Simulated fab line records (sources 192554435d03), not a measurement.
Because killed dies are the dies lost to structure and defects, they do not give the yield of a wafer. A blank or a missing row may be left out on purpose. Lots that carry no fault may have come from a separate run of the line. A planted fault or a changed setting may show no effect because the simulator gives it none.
Matching of chambers    flow n5 finfet    N5_BEOL_M5_CURE_79 on uv cure-03 has 3 sister chambers
The step cures SiCOH lowk, time 240 s. 3 wafers are shown with their chamber, then 12 later ones without.

## WAFERS, EACH WITH ITS CHAMBER
wafer   chamber  wafer_temp_C_max
L086.6  1        386.7
L091.6  0        387.2
L093.6  2        385.5

## WAFERS WHOSE CHAMBER IS MISSING
wafer   wafer_temp_C_max
L094.1  385.9
L094.5  386.4
L094.6  386.4
L094.2  385.7
L094.3  385.9
L094.4  385.6
L095.1  385.9
L095.4  386.2
L095.5  386.1
L096.1  387.4
L096.2  387.1
L096.6  386.8

## WHICH CHAMBER EACH WENT THROUGH
wafer   from the rows above           in truth
L094.1  can't be placed: 2 or 1       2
L094.5  can't be placed: 1 or 0 or 2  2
L094.6  can't be placed: 1 or 0 or 2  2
L094.2  2                             2
L094.3  can't be placed: 2 or 1       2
L094.4  2                             2
L095.1  can't be placed: 2 or 1       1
L095.4  can't be placed: 1 or 2 or 0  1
L095.5  can't be placed: 1 or 2 or 0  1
L096.1  can't be placed: 0 or 1       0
L096.2  can't be placed: 0 or 1       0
L096.6  can't be placed: 1 or 0       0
Placed correctly: 2 of 12. These rows do not allow placing 10 (true chamber among the candidates in 10). Wrongly placed: 0.
How it was worked out, from the rows above alone: a wafer's distance from a chamber is the root of the sum, over the readings, of the square of ((its reading less the chamber's mean) divided by the reading's scatter). If the next closest chamber is less than 2 further off than the closest, the wafer can't be placed; otherwise it belongs to the closest. For every chamber, the mean is computed from those of its wafers that are shown. The scatter: root of mean squared gap, hidden wafer to nearest shown wafer, with one shown wafer a chamber.
